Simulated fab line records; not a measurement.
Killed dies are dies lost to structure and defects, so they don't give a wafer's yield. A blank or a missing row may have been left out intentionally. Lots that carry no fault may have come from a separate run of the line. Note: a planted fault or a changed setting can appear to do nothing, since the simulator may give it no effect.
Comparing a struck lot with a sound one    flow n5 finfet    39 steps out of a route of 1938
Sound: wafers L554.4, L554.5, L554.6. Struck: wafer L561.4. (L561.5 of the same lot was not struck and is left out.) The cause comes at the end.
Per side, at each step with rows, come the tool, then ch with its chambers, and then its first start. Under that, the readings that differ: sound wafers    struck wafers    difference of the means    sigmas: that difference in standard deviations of wafers without a fault.
alike: a reading whose means differ by less than 2 such deviations, as well as words and numbers matching on both sides. not compared: withheld readings; readings where some wafer has no value; bounds like >300 that might hide an equal value; numbers whose values overlap and for which the record gives no deviation.
The two part at a step that has a row with sigmas, a row that says differs or no value, or rows on one side only. Numbers that don't overlap but have no deviation are shown without sigmas and don't part them. A reading missing from all wafers of one side parts the sides only when that side holds two or more wafers.

first, 10 steps without rows for these wafers: N5_BEOL_M4_STRIP_36 (strips in N2/H2); N5_BEOL_M4_TRENCH_ETCH_37 (etches SiOC in C4F6/O2, target depth 55.555 nm, time 29.2 s); N5_BEOL_M4_ETCH_41 (etches SiCN in CH3F/O2, target depth 29.9 nm, time 52.5 s); N5_BEOL_M4_STRIP_97 (strips in N2/H2, time 10 s); N5_BEOL_M4_HM_STRIP_39 (strips TiN in peroxide tin strip, target depth 25 nm, time 158 s); N5_BEOL_M4_SRD_40 (time 30 s); N5_BEOL_M4_PRECLEAN_42 (cleans in residue remover, time 60 s); N5_BEOL_M4_SRD_43 (time 30 s); N5_BEOL_M4_DEGAS_44 (time 60 s); N5_BEOL_M4_PRE_CLEAN_45 (time 30 s).
N5_BEOL_M4_ALD_84: deposits TaN, pulse time 2 s, purge time 3 s, co reactant purge time 2 s.
  sound on ald metal-03 ch 0,1,3, day 7 19:17; struck on ald metal-03 ch 0, day 9 21:37
reading     sound     struck  difference  sigmas
ald cycles  30 30 30  20      -10         
  alike: heater power w
  not compared: susceptor temp C, model.TaN_of_BEOL_M4_ALD_84.thk nm
then, 26 steps without rows for these wafers: N5_BEOL_M4_SURFACE_TREAT_85; N5_BEOL_M4_CVD_47 (deposits Co from CCTBA/H2, target thk 3 nm, time 223.8 s); N5_BEOL_M4_SPUTTER_48 (material Cu, target thk 4.5 nm, time 8.29 s); N5_BEOL_M4_ANNEAL_49 (time 240 s); N5_BEOL_M4_SPUTTER_79 (material Cu, target thk 4.5 nm, time 8.29 s); N5_BEOL_M4_ANNEAL_80 (time 240 s); N5_BEOL_M4_SPUTTER_81 (material Cu, target thk 4.5 nm, time 8.29 s); N5_BEOL_M4_ANNEAL_82 (time 240 s); N5_BEOL_M4_SPUTTER_86 (material Cu, target thk 4.5 nm, time 8.29 s); N5_BEOL_M4_ANNEAL_87 (time 240 s); N5_BEOL_M4_SPUTTER_88 (material Cu, target thk 4.5 nm, time 8.29 s); N5_BEOL_M4_ANNEAL_89 (time 240 s); N5_BEOL_M4_SPUTTER_90 (material Cu, target thk 4.5 nm, time 8.29 s); N5_BEOL_M4_ANNEAL_91 (time 240 s); N5_BEOL_M4_SPUTTER_92 (material Cu, target thk 4.5 nm, time 8.29 s); N5_BEOL_M4_ANNEAL_93 (time 240 s); N5_BEOL_M4_SPUTTER_94 (material Cu, target thk 4.5 nm, time 8.29 s); N5_BEOL_M4_ANNEAL_95 (time 240 s); N5_BEOL_M4_SPUTTER_96 (material Cu, target thk 4.5 nm, time 8.29 s); N5_BEOL_M4_ECD_50 (material Cu, target thk 300 nm); N5_BEOL_M4_ANNEAL_51 (time 90 s); N5_BEOL_M4_CMP_52 (polishes, stops on SiOC, t overpolish 6.8 s, target thk 40 nm); N5_BEOL_M4_PRE_CLEAN_60 (time 15 s); N5_BEOL_M4_CO_CAP_55 (material Co, precursor CCTBA/H2, target thk 2 nm, time 102.1 s); N5_BEOL_M4_PRE_CLEAN_56 (time 15 s); N5_BEOL_M4_DEP_57 (deposits SiCN from 3MS/NH3, target thk 8 nm, time 14 s).
N5_BEOL_M4_RC_MEAS_101:
  sound on prober-01 ch 0, day 7 23:15; struck on prober-01 ch 0, day 10 01:26
reading                 sound                    struck    difference  sigmas
COMB_M4 (S/m)           5.8e-11 6.1e-11 7.4e-11  2.34e-10  +1.70e-10   +15
COMB_M4_max_site (S/m)  8.9e-11 8.7e-11 9.3e-11  2.85e-10  +1.95e-10   +10
DIBL_P (mV/V)           36.8 37.9 34.2           29.9      -6.4        -2
  alike: DIBL_N, IOFF_N, IOFF_P, ION_N, ION_P, SS_N, SS_P, VT_N, VT_P
-- record jumps: 4 days separate the struck wafers' starts on either side; left off in module BEOL_M4, taken up again in module PASSIVATION, whose first shown step is the route's number 1936 --
N5_PASSIVATION_PROBE_49:
  struck on prober-01, day 14 02:16; sound on prober-01, day 12 12:10
reading                   sound           struck  difference  sigmas
defect limited yield (%)  89.1 90.0 87.6  80.2    -8.7        -6
killed_at_M4_up           16 10 16        109     +95         +21
killed at contacts        11 20 11        28      +14         +3
killed dies               129 118 146     234     +103        +6
killed on rim             12 11 24        38      +22         +5
sort_bin_4_leakage (%)    0 0 0           8.31    +8.31       +59
sort n pass               1051 1062 1034  946     -103        -6
sort yield pct (%)        89.1 90.0 87.6  80.2    -8.7        -6
  alike: killed_at_M0_to_M3, killed at front end, killed at other, killed open, killed short, sort_bin_5_function, sort_bin_6_memory

== WHERE THEY PART ==
Earliest at N5_BEOL_M4_RC_MEAS_101; latest, in this record, at N5_PASSIVATION_PROBE_49.

WHY: the cause the simulator had injected
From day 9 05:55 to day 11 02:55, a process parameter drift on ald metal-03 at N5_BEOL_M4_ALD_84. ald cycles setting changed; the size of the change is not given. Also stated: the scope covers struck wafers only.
